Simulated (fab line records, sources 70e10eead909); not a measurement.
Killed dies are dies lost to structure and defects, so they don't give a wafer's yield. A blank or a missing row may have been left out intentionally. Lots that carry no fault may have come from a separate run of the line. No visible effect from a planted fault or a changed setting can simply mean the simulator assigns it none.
fab line records	flow nand_harc
record: lots: 24	wafers: 72	last_day: 34
route steps=1302 shown P_M0@274 P_M1@296 P_M2@341 A_CHANNEL_HOLE_D1@469
lots untouched by any fault: they come from a run of this same line in which no faults occurred
start_h: hours from the record's opening day to when the first of the lot's shown wafers began	wait_h: hours since the lot's step before	" the same as in the row above	L1.1+2: several wafers, shown together as one row	- no value, or no start given	* or withheld: withheld	< > ~ a bound
route shown NAME@n: NAME is a module with steps in the file, n the number in the route of the first one	usual: mean/standard deviation taken from wafers without a fault	same: alike in all rows	chamber/n: place in a boat	sites: the reading at each site	_std_site: standard deviation of those values	_edge_site: the outer-site mean with the inner-site mean subtracted	radius_mm: how far each site lies from the wafer's centre	mask NAME#n: copy n	behind: the tool/chamber that last shaped the wafer	hold: cause of the lot's hold/its duration in hours/its outcome	device: names the non-switching transistor (n, p or np)	end of line: the tests these same wafers got at the end of their route	a step given without rows: its recipe and nothing more	killed: count of dies lost to structure and defects at first sort (not the wafer's yield)	map: dies across one wafer; x = killed, . = not, _ = none there
set.NAME: setting as actually run; set.NAME@STEP: the setting as run at that earlier step	model.NAME: the simulator's own value behind a step, which no gauge read
one table for each step of the route and one row for each wafer, over a sample of lots
services: a tool's chamber out of use, with start hour (start_h, from the record's first day; less than 0 if before it), hours out, and reason
== steps ==
step: NHARC_P_M0_PVD_20
recipe: target_thk_a: 50	bias_v: 168.6	power_w: 15000	chamber_pressure_pa: 0.12	time_s: 8.06	substrate_temp_c: 50	material: TaN
usual: throttle_valve_pct: 30.2/1.1
lot.wafer	tool	chamber	start_h	wait_h	throttle_valve_pct
L074.4	pvd_sputter-03	-	-	-	28.4
L074.3	"	-	"	"	31.0
L074.6	"	-	"	"	29.7
L075.2	pvd_sputter-02	-	-	-	30.0
L075.1	"	-	"	"	30.2
L075.4	"	-	"	"	29.5
L076.4	pvd_sputter-01	-	-	-	31.0
L076.1	"	-	"	"	31.9
L076.6	"	-	"	"	31.0
L077.1	pvd_sputter-01	-	-	-	28.8
L077.3	"	-	"	"	29.3
L077.5	"	-	"	"	28.9
L078.4	pvd_sputter-02	-	-	-	30.6
L078.2	"	-	"	"	29.8
L078.3	"	-	"	"	29.7
L079.1	pvd_sputter-03	-	-	-	28.2
L079.4	"	-	"	"	29.8
L079.5	"	-	"	"	28.5
L080.4	pvd_sputter-01	-	-	-	29.5
L080.3	"	-	"	"	30.9
L080.5	"	-	"	"	31.1
L081.2	pvd_sputter-01	-	-	-	29.4
L081.5	"	-	"	"	28.8
L081.6	"	-	"	"	32.1
L082.1	pvd_sputter-03	-	-	-	30.3
L082.2	"	-	"	"	28.9
L082.6	"	-	"	"	29.1
L083.2	pvd_sputter-01	-	213.05	0.1	32.0
L083.1	"	-	"	"	28.7
L083.6	"	-	"	"	32.1
L084.3	pvd_sputter-03	-	-	-	29.4
L084.1	"	-	"	"	28.7
L084.6	"	-	"	"	31.0
L085.2	pvd_sputter-03	-	-	-	29.3
L085.1	"	-	"	"	31.0
L085.5	"	-	"	"	30.9
L086.2	pvd_sputter-03	-	-	-	31.0
L086.4	"	-	"	"	30.0
L086.6	"	-	"	"	28.9
L087.2	pvd_sputter-03	-	-	-	30.3
L087.3	"	-	"	"	29.1
L087.5	"	-	"	"	30.1
L089.4	pvd_sputter-03	-	-	-	30.1
L089.3	"	-	"	"	28.8
L089.2	"	-	"	"	29.3
L088.2	pvd_sputter-01	-	-	-	29.6
L088.4	"	-	"	"	31.8
L088.5	"	-	"	"	29.8
L090.2	pvd_sputter-01	-	-	-	31.9
L090.3	"	-	"	"	29.9
L090.4	"	-	"	"	29.2
L091.2	pvd_sputter-03	-	-	-	29.1
L091.4	"	-	"	"	31.1
L091.5	"	-	"	"	29.1
L092.3	pvd_sputter-02	-	-	-	30.2
L092.1	"	-	"	"	32.0
L092.6	"	-	"	"	29.6
L093.1	pvd_sputter-01	-	-	-	31.5
L093.4	"	-	"	"	31.8
L093.6	"	-	"	"	31.5
L094.4	pvd_sputter-01	-	-	-	29.3
L094.2	"	-	"	"	31.9
L094.1	"	-	"	"	31.6
L095.3	pvd_sputter-02	-	-	-	29.1
L095.1	"	-	"	"	31.9
L095.5	"	-	"	"	32.1
L097.4	pvd_sputter-01	-	-	-	29.7
L097.1	"	-	"	"	31.4
L097.5	"	-	"	"	31.4
L096.2	pvd_sputter-02	-	-	-	31.8
L096.6	"	-	"	"	31.6
L096.5	"	-	"	"	30.4
step: NHARC_P_M1_OVL_MEAS_10
recipe: pitch_nm: 260
usual: overlay_x_nm: 0.0/0.75	overlay_y_nm: 0.0/0.87
lot.wafer	tool	chamber	start_h	wait_h	overlay_x_nm	overlay_y_nm
L074.3	overlay-02	-	130.43	-	-0.3	0.6
L074.4	"	-	"	"	-0.4	0.0
L074.6	"	-	"	"	-0.9	-0.2
L075.1	overlay-01	-	133.66	-	0.1	0.5
L075.2	"	-	"	"	-0.5	0.7
L075.4	"	-	"	"	-0.4	-0.2
L076.1	overlay-02	-	140.99	-	0.7	1.1
L076.4	"	-	"	"	0.1	1.5
L076.6	"	-	"	"	0.4	0.4
L077.1	overlay-02	-	159.00	-	0.0	-0.2
L077.3	"	-	"	"	-0.1	-0.7
L077.5	"	-	"	"	-0.3	-0.6
L078.2	overlay-01	-	171.26	-	-0.6	-1.1
L078.3	"	-	"	"	-0.4	-1.3
L078.4	"	-	"	"	-0.2	-1.3
L079.1	overlay-02	-	178.18	-	-1.5	0.9
L079.4	"	-	"	"	-1.1	0.4
L079.5	"	-	"	"	-1.0	0.9
L080.3	overlay-01	-	185.88	-	0.5	1.3
L080.4	"	-	"	"	0.8	1.7
L080.5	"	-	"	"	0.2	1.0
L081.2	overlay-02	-	202.43	-	0.6	-0.1
L081.5	"	-	"	"	-0.2	-0.5
L081.6	"	-	"	"	0.5	-0.4
L082.1	overlay-01	-	206.94	-	-0.1	-0.5
L082.2	"	-	"	"	0.4	-0.9
L082.6	"	-	"	"	-0.5	-0.9
L083.1	overlay-01	-	216.00	-	-0.3	-0.1
L083.2	"	-	"	"	0.0	0.0
L083.6	"	-	"	"	-0.4	-0.9
L084.1	overlay-02	-	221.85	-	-0.1	0.1
L084.3	"	-	"	"	0.1	0.5
L084.6	"	-	"	"	0.3	-0.2
L085.1	overlay-02	-	236.88	-	1.9	-0.3
L085.2	"	-	"	"	1.2	0.1
L085.5	"	-	"	"	1.3	-0.7
L086.2	overlay-02	-	249.74	-	-0.2	-1.1
L086.4	"	-	"	"	-0.3	-0.5
L086.6	"	-	"	"	-0.3	-0.5
L087.2	overlay-02	-	273.42	-	-0.8	-0.8
L087.3	"	-	"	"	-1.2	-0.3
L087.5	"	-	"	"	-1.0	-0.4
L089.2	overlay-01	-	275.16	-	-0.4	0.8
L089.3	"	-	"	"	-0.6	0.0
L089.4	"	-	"	"	0.0	-0.3
L088.2	overlay-02	-	275.38	-	-1.1	0.6
L088.4	"	-	"	"	-0.4	0.1
L088.5	"	-	"	"	-0.6	0.4
L090.2	overlay-02	-	290.89	-	0.6	-0.3
L090.3	"	-	"	"	-0.4	0.5
L090.4	"	-	"	"	0.2	0.3
L091.2	overlay-02	-	298.23	-	-0.5	-0.6
L091.4	"	-	"	"	-0.9	-0.1
L091.5	"	-	"	"	-0.9	0.1
L092.1	overlay-02	-	304.60	-	0.2	-1.9
L092.3	"	-	"	"	0.0	-1.7
L092.6	"	-	"	"	-0.2	-1.9
L093.1	overlay-02	-	319.98	-	0.1	-1.2
L093.4	"	-	"	"	0.0	-2.0
L093.6	"	-	"	"	0.6	-0.9
L094.1	overlay-02	-	324.45	-	0.9	0.9
L094.2	"	-	"	"	0.0	0.8
L094.4	"	-	"	"	0.8	0.8
L095.1	overlay-02	-	332.55	-	1.5	0.3
L095.3	"	-	"	"	1.6	-0.3
L095.5	"	-	"	"	2.5	0.4
L097.1	overlay-01	-	351.76	-	0.3	1.4
L097.4	"	-	"	"	-0.4	1.6
L097.5	"	-	"	"	-0.2	1.3
L096.2	overlay-01	-	352.80	-	-0.4	1.1
L096.5	"	-	"	"	-0.9	1.4
L096.6	"	-	"	"	-0.4	1.5
step: NHARC_P_M1_PVD_20
recipe: target_thk_a: 50	bias_v: 168.6	power_w: 15000	chamber_pressure_pa: 0.12	time_s: 8.06	substrate_temp_c: 50	material: TaN
usual: throttle_valve_pct: 30.2/0.99
lot.wafer	tool	chamber	start_h	wait_h	throttle_valve_pct
L074.4	pvd_sputter-01	-	-	-	28.9
L074.3	"	-	"	"	32.1
L074.6	"	-	"	"	29.8
L075.2	pvd_sputter-01	-	-	-	32.1
L075.4	"	-	"	"	29.6
L075.1	"	-	"	"	28.5
L076.4	pvd_sputter-03	-	-	-	31.0
L076.1	"	-	"	"	31.2
L076.6	"	-	"	"	29.2
L077.1	pvd_sputter-02	-	-	-	30.2
L077.3	"	-	"	"	30.7
L077.5	"	-	"	"	30.4
L078.2	pvd_sputter-01	-	-	-	30.8
L078.3	"	-	"	"	32.2
L078.4	"	-	"	"	29.7
L079.4	pvd_sputter-03	-	-	-	29.7
L079.1	"	-	"	"	31.1
L079.5	"	-	"	"	31.2
L080.3	pvd_sputter-02	-	-	-	30.0
L080.4	"	-	"	"	29.7
L080.5	"	-	"	"	29.7
L081.2	pvd_sputter-02	-	-	-	30.0
L081.6	"	-	"	"	29.7
L081.5	"	-	"	"	30.1
L082.2	pvd_sputter-01	-	-	-	29.5
L082.1	"	-	"	"	28.9
L082.6	"	-	"	"	29.4
L083.1	pvd_sputter-02	-	-	-	30.5
L083.2	"	-	"	"	30.0
L083.6	"	-	"	"	30.1
L084.3	pvd_sputter-03	-	-	-	28.7
L084.1	"	-	"	"	28.9
L084.6	"	-	"	"	28.8
L085.1	pvd_sputter-01	-	-	-	29.3
L085.2	"	-	"	"	31.4
L085.5	"	-	"	"	29.8
L086.4	pvd_sputter-01	-	-	-	29.6
L086.2	"	-	"	"	31.4
L086.6	"	-	"	"	29.6
L087.3	pvd_sputter-02	-	-	-	29.9
L087.2	"	-	"	"	29.8
L087.5	"	-	"	"	30.2
L089.2	pvd_sputter-01	-	-	-	29.6
L089.4	"	-	"	"	31.7
L089.3	"	-	"	"	29.2
L088.4	pvd_sputter-02	-	-	-	29.8
L088.2	"	-	"	"	29.9
L088.5	"	-	"	"	30.7
L090.2	pvd_sputter-03	-	-	-	29.2
L090.3	"	-	"	"	31.2
L090.4	"	-	"	"	30.3
L091.2	pvd_sputter-03	-	-	-	30.0
L091.4	"	-	"	"	31.1
L091.5	"	-	"	"	28.8
L092.1	pvd_sputter-01	-	-	-	31.6
L092.3	"	-	"	"	29.7
L092.6	"	-	"	"	29.2
L093.1	pvd_sputter-02	-	-	-	31.8
L093.4	"	-	"	"	29.6
L093.6	"	-	"	"	30.1
L094.1	pvd_sputter-02	-	-	-	31.8
L094.2	"	-	"	"	30.1
L094.4	"	-	"	"	29.3
L095.3	pvd_sputter-01	-	-	-	31.7
L095.1	"	-	"	"	29.1
L095.5	"	-	"	"	31.6
L097.4	pvd_sputter-01	-	-	-	31.5
L097.1	"	-	"	"	30.0
L097.5	"	-	"	"	31.4
L096.2	pvd_sputter-02	-	-	-	30.2
L096.5	"	-	"	"	29.3
L096.6	"	-	"	"	31.8
step: NHARC_P_M1_DEP_33
recipe: target_thk_a: 300	temp_c: 370	target_thk_nm: 30	pressure_torr: 3	flow_sccm: 200	rf_w: 450	material: SiCN
usual: heater_power_w: 586/77
lot.wafer	tool	chamber	start_h	wait_h	heater_power_w
L074.3	pecvd-03	0	133.30	0.1	698
L074.4	"	2	"	"	592
L074.6	"	1	"	"	526
L075.2	pecvd-03	2	136.53	0.1	563
L075.1	"	0	"	"	699
L075.4	"	2	"	"	579
L076.1	pecvd-01	0	143.95	0.1	685
L076.6	"	1	"	"	527
L076.4	"	0	"	"	650
L077.3	pecvd-03	0	162.28	0.1	683
L077.1	"	1	"	"	587
L077.5	"	1	"	"	584
L078.2	pecvd-02	0	174.22	0.1	622
L078.3	"	1	"	"	629
L078.4	"	1	"	"	627
L079.1	pecvd-01	2	181.11	0.1	469
L079.5	"	2	"	"	483
L079.4	"	0	"	"	618
L080.3	pecvd-01	0	188.70	0.1	615
L080.5	"	0	"	"	606
L080.4	"	2	"	"	560
L081.2	pecvd-02	0	205.36	0.1	599
L081.6	"	2	"	"	591
L081.5	"	1	"	"	518
L082.1	pecvd-02	0	209.82	0.1	562
L082.2	"	2	"	"	675
L082.6	"	1	"	"	636
L083.1	pecvd-02	2	218.93	0.1	713
L083.2	"	0	"	"	545
L083.6	"	0	"	"	535
L084.3	pecvd-02	1	224.72	0.1	529
L084.1	"	2	"	"	663
L084.6	"	0	"	"	509
L085.1	pecvd-03	2	239.69	0.1	581
L085.2	"	0	"	"	666
L085.5	"	0	"	"	674
L086.2	pecvd-01	1	252.65	0.1	520
L086.6	"	2	"	"	558
L086.4	"	1	"	"	552
L087.3	pecvd-03	0	276.32	0.1	748
L087.2	"	1	"	"	455
L087.5	"	2	"	"	569
L089.2	pecvd-02	0	278.03	0.1	636
L089.3	"	1	"	"	645
L089.4	"	2	"	"	587
L088.2	pecvd-03	2	278.39	0.1	501
L088.5	"	0	"	"	643
L088.4	"	1	"	"	525
L090.3	pecvd-01	0	293.71	0.1	631
L090.2	"	1	"	"	521
L090.4	"	1	"	"	520
L091.2	pecvd-02	1	301.16	0.1	604
L091.4	"	2	"	"	653
L091.5	"	0	"	"	611
L092.3	pecvd-03	2	307.42	0.1	508
L092.1	"	1	"	"	555
L092.6	"	1	"	"	558
L093.1	pecvd-03	1	322.88	0.1	507
L093.6	"	2	"	"	517
L093.4	"	1	"	"	506
L094.1	pecvd-03	0	327.26	0.1	718
L094.2	"	2	"	"	556
L094.4	"	0	"	"	727
L095.1	pecvd-03	0	335.39	0.1	702
L095.3	"	2	"	"	558
L095.5	"	1	"	"	571
L097.1	pecvd-03	0	354.66	0.1	709
L097.4	"	2	"	"	481
L097.5	"	1	"	"	513
L096.2	pecvd-01	2	355.70	0.1	477
L096.5	"	2	"	"	478
L096.6	"	1	"	"	463
step: NHARC_P_M2_PVD_21
recipe: target_thk_a: 300	chamber_pressure_pa: 5	power_w: 5000	substrate_temp_c: 30	time_s: 20.49	material: Cu
usual: throttle_valve_pct: 30.2/0.91
lot.wafer	tool	chamber	start_h	wait_h	throttle_valve_pct
L074.3	pvd_sputter-02	-	-	-	30.1
L074.4	"	-	"	"	29.9
L074.6	"	-	"	"	29.7
L075.4	pvd_sputter-02	-	-	-	30.5
L075.2	"	-	"	"	29.8
L075.1	"	-	"	"	30.4
L076.4	pvd_sputter-02	-	-	-	30.6
L076.1	"	-	"	"	29.9
L076.6	"	-	"	"	30.7
L077.1	pvd_sputter-01	-	-	-	32.4
L077.3	"	-	"	"	30.9
L077.5	"	-	"	"	32.3
L078.4	pvd_sputter-01	-	-	-	30.9
L078.3	"	-	"	"	28.8
L078.2	"	-	"	"	32.1
L079.1	pvd_sputter-02	-	-	-	29.6
L079.4	"	-	"	"	29.8
L079.5	"	-	"	"	29.8
L080.3	pvd_sputter-03	-	-	-	30.0
L080.4	"	-	"	"	28.8
L080.5	"	-	"	"	29.0
L081.2	pvd_sputter-03	-	-	-	29.3
L081.5	"	-	"	"	31.1
L081.6	"	-	"	"	30.1
L082.2	pvd_sputter-02	-	-	-	29.7
L082.1	"	-	"	"	30.0
L082.6	"	-	"	"	30.2
L083.2	pvd_sputter-02	-	-	-	29.8
L083.1	"	-	"	"	30.0
L083.6	"	-	"	"	30.7
L084.1	pvd_sputter-03	-	-	-	31.1
L084.3	"	-	"	"	30.3
L084.6	"	-	"	"	31.2
L085.2	pvd_sputter-02	-	-	-	30.6
L085.1	"	-	"	"	30.3
L085.5	"	-	"	"	30.8
L086.4	pvd_sputter-03	-	-	-	29.4
L086.2	"	-	"	"	31.1
L086.6	"	-	"	"	28.8
L087.2	pvd_sputter-02	-	-	-	30.3
L087.3	"	-	"	"	30.0
L087.5	"	-	"	"	29.8
L089.3	pvd_sputter-01	-	-	-	29.1
L089.2	"	-	"	"	31.3
L089.4	"	-	"	"	29.8
L088.2	pvd_sputter-02	-	-	-	29.6
L088.4	"	-	"	"	29.8
L088.5	"	-	"	"	29.5
L090.3	pvd_sputter-01	-	-	-	29.6
L090.4	"	-	"	"	31.4
L090.2	"	-	"	"	29.2
L091.2	pvd_sputter-01	-	-	-	28.9
L091.4	"	-	"	"	31.4
L091.5	"	-	"	"	31.2
L092.1	pvd_sputter-01	-	-	-	31.4
L092.3	"	-	"	"	31.5
L092.6	"	-	"	"	29.5
L093.1	pvd_sputter-03	-	-	-	28.9
L093.4	"	-	"	"	31.1
L093.6	"	-	"	"	30.2
L094.1	pvd_sputter-01	-	-	-	31.6
L094.4	"	-	"	"	31.7
L094.2	"	-	"	"	28.9
L095.1	pvd_sputter-01	-	-	-	31.9
L095.3	"	-	"	"	32.0
L095.5	"	-	"	"	31.5
L097.1	pvd_sputter-02	-	-	-	29.2
L097.4	"	-	"	"	30.5
L097.5	"	-	"	"	29.2
L096.2	pvd_sputter-01	-	-	-	31.6
L096.5	"	-	"	"	29.0
L096.6	"	-	"	"	31.5
step: NHARC_A_CHANNEL_HOLE_D1_ETCH_16
recipe: target_depth_a: 31000	over_etch_frac: 0.3	time_s: 806	ion_energy_ev: 150	o2_flow_sccm: 400	cos_flow_sccm: 20	ar_flow_sccm: 0	rf_w: 500	bias_w: 300	chemistry: O2/COS
usual: drypump_motor_current_A: 5.6/0.49	oes_product_au: 0.997/0.0078	rf_vpp_V: 313.3/1.9	showerhead_plenum_p_Torr: 3.06/0.11	throttle_valve_pct: 28.331/0.01
lot.wafer	tool	chamber	start_h	wait_h	drypump_motor_current_A	oes_product_au	rf_hours_counter_h	rf_vpp_V	showerhead_plenum_p_Torr	throttle_valve_pct
L075.4	rie_diel-02	1	-	-	5.7	1.010	42	313.5	3.04	28.331
L075.1	"	2	"	"	5.5	1.005	40	310.2	2.98	28.324
L075.2	"	3	"	"	5.4	1.004	42	313.8	3.12	28.326
L074.4	rie_diel-02	2	-	-	5.4	1.006	42	312.6	2.98	28.330
L074.3	"	0	"	"	4.9	0.995	48	312.2	2.92	28.337
L074.6	"	3	"	"	5.4	1.007	-	315.5	3.12	28.333
L076.1	rie_diel-04	2	-	-	6.3	1.006	3	312.3	3.05	28.320
L076.4	"	1	"	"	6.8	0.992	-	315.3	3.25	28.322
L076.6	"	0	"	"	6.1	0.999	-	312.7	2.96	28.326
L077.1	rie_diel-13	1	-	-	5.1	0.997	3	314.0	3.07	28.356
L077.3	"	2	"	"	5.5	0.997	3	310.0	2.97	28.336
L077.5	"	1	"	"	5.1	0.999	-	314.7	3.07	28.333
L078.2	rie_diel-13	2	-	-	5.6	0.981	4	311.6	2.97	28.313
L078.3	"	3	"	"	5.4	0.984	3	317.3	3.26	28.329
L078.4	"	1	"	"	5.1	0.990	4	313.9	3.07	28.341
L079.4	rie_diel-13	3	-	-	5.4	0.986	4	317.4	3.26	28.317
L079.1	"	2	"	"	5.6	0.991	5	310.6	2.97	28.331
L079.5	"	0	"	"	6.3	1.005	-	313.5	2.98	28.322
L080.3	rie_diel-13	1	-	-	5.1	0.992	6	312.5	3.06	28.342
L080.4	"	2	"	"	5.6	0.984	6	311.3	2.97	28.324
L080.5	"	1	"	"	5.1	0.997	-	313.5	3.06	28.337
L082.2	rie_diel-13	1	-	-	5.1	0.999	8	313.8	3.06	28.352
L082.1	"	0	"	"	6.3	0.993	7	309.9	2.98	28.339
L082.6	"	3	"	"	5.4	0.999	-	315.9	3.26	28.342
L081.2	rie_diel-13	3	-	-	5.4	0.984	9	315.9	3.26	28.312
L081.5	"	1	"	"	5.1	1.006	-	312.5	3.06	28.314
L081.6	"	3	"	"	5.4	0.985	-	316.8	3.26	28.334
L083.2	rie_diel-13	3	-	-	5.4	1.005	9	315.7	3.26	28.318
L083.1	"	0	"	"	6.3	1.006	9	312.3	2.98	28.328
L083.6	"	2	"	"	5.6	0.995	-	312.5	2.97	28.334
L084.1	rie_diel-04	3	-	-	6.0	1.002	27	314.4	3.07	28.334
L084.3	"	0	"	"	6.1	1.004	31	310.3	2.95	28.341
L084.6	"	0	"	"	6.1	1.004	-	312.1	2.95	28.339
L085.2	rie_diel-13	2	-	-	5.6	0.987	10	313.8	2.97	28.354
L085.1	"	3	"	"	5.4	0.986	11	315.1	3.26	28.334
L085.5	"	1	"	"	5.1	0.995	-	313.1	3.06	28.324
L086.4	rie_diel-04	3	-	-	6.0	0.995	39	314.5	3.06	28.326
L086.2	"	2	"	"	6.3	0.978	40	312.0	3.03	28.307
L086.6	"	3	"	"	6.0	1.010	-	312.6	3.06	28.338
L087.2	rie_diel-13	3	-	-	5.4	0.989	14	316.3	3.26	28.326
L087.3	"	0	"	"	6.3	1.001	14	313.3	2.98	28.330
L087.5	"	3	"	"	5.4	0.994	-	315.8	3.26	28.323
L088.2	rie_diel-02	0	-	-	4.9	1.005	33	310.8	2.90	28.311
L088.4	"	1	"	"	5.7	1.003	35	311.4	3.02	28.325
L088.5	"	0	"	"	4.9	1.003	-	311.2	2.90	28.338
L089.2	rie_diel-13	2	-	-	5.6	1.004	13	311.0	2.97	28.312
L089.3	"	3	"	"	5.4	0.998	15	315.7	3.26	28.330
L089.4	"	3	"	"	5.4	0.999	-	316.9	3.26	28.343
L090.4	rie_diel-04	2	-	-	6.3	1.004	53	313.2	3.03	28.327
L090.2	"	3	"	"	6.1	1.012	53	312.8	3.06	28.321
L090.3	"	0	"	"	6.0	0.998	57	311.9	2.94	28.332
L091.4	rie_diel-13	1	-	-	5.1	0.992	0	314.3	3.06	28.336
L091.2	"	0	"	"	6.3	0.992	0	311.4	2.98	28.348
L091.5	"	1	"	"	5.1	0.991	-	313.1	3.06	28.324
L092.1	rie_diel-13	0	-	-	6.3	1.002	1	311.5	2.98	28.328
L092.3	"	2	"	"	5.6	0.988	1	311.7	2.97	28.337
L092.6	"	0	"	"	6.3	1.000	-	311.6	2.98	28.340
L093.1	rie_diel-13	2	-	-	5.6	0.986	3	312.9	2.97	28.328
L093.4	"	3	"	"	5.4	0.985	3	316.6	3.25	28.336
L093.6	"	0	"	"	6.3	1.006	-	311.8	2.97	28.335
L094.1	rie_diel-13	3	-	-	5.4	1.010	3	316.6	3.25	28.320
L094.2	"	1	"	"	5.1	0.998	4	311.6	3.06	28.344
L094.4	"	2	"	"	5.6	0.990	3	313.0	2.97	28.331
L095.1	rie_diel-13	3	-	-	5.4	1.003	4	316.0	3.25	28.331
L095.3	"	0	"	"	6.3	0.993	4	312.6	2.97	28.331
L095.5	"	2	"	"	5.6	1.003	-	311.6	2.97	28.335
L097.1	rie_diel-13	1	409.53	0.1	5.0	0.989	6	312.6	3.06	28.333
L097.4	"	1	"	"	5.0	0.997	-	313.0	3.06	28.333
L097.5	"	1	"	"	5.1	0.993	-	312.2	3.06	28.326
L096.2	rie_diel-02	1	-	-	5.7	0.994	1	312.2	3.01	28.334
L096.5	"	3	"	"	5.3	0.987	-	312.7	3.09	28.342
L096.6	"	0	"	"	4.9	0.993	-	316.0	3.37	28.330
== services ==
tool	chamber	start_h	hours	kind
pvd_sputter-02	-	104.00	10.0	pm
pvd_sputter-03	-	105.77	1.7	repair
pvd_sputter-01	-	121.61	4.5	repair
pecvd-03	-	122.64	2.6	repair
pvd_sputter-02	-	155.73	2.6	repair
pvd_sputter-03	-	161.99	6.5	repair
rie_diel-13	-	165.00	9.0	pm
pvd_sputter-03	-	180.44	10.0	pm
pecvd-03	-	185.37	13.0	pm
pvd_sputter-02	-	217.49	0.7	repair
pecvd-03	1	221.94	13.9	repair
pecvd-03	-	225.44	0.4	repair
pvd_sputter-01	-	226.02	10.0	pm
rie_diel-13	2	261.36	6.1	repair
pvd_sputter-02	-	282.00	10.0	pm
rie_diel-13	2	313.72	8.4	repair
rie_diel-13	1	326.52	4.1	repair
rie_diel-13	-	342.00	9.0	pm
pvd_sputter-03	-	348.46	1.8	repair
pvd_sputter-03	-	358.44	10.0	pm
pecvd-03	-	366.37	13.0	pm
rie_diel-13	3	396.66	26.0	repair
rie_diel-13	0	399.77	27.6	repair
pvd_sputter-01	-	404.02	10.0	pm
== key ==
fault none
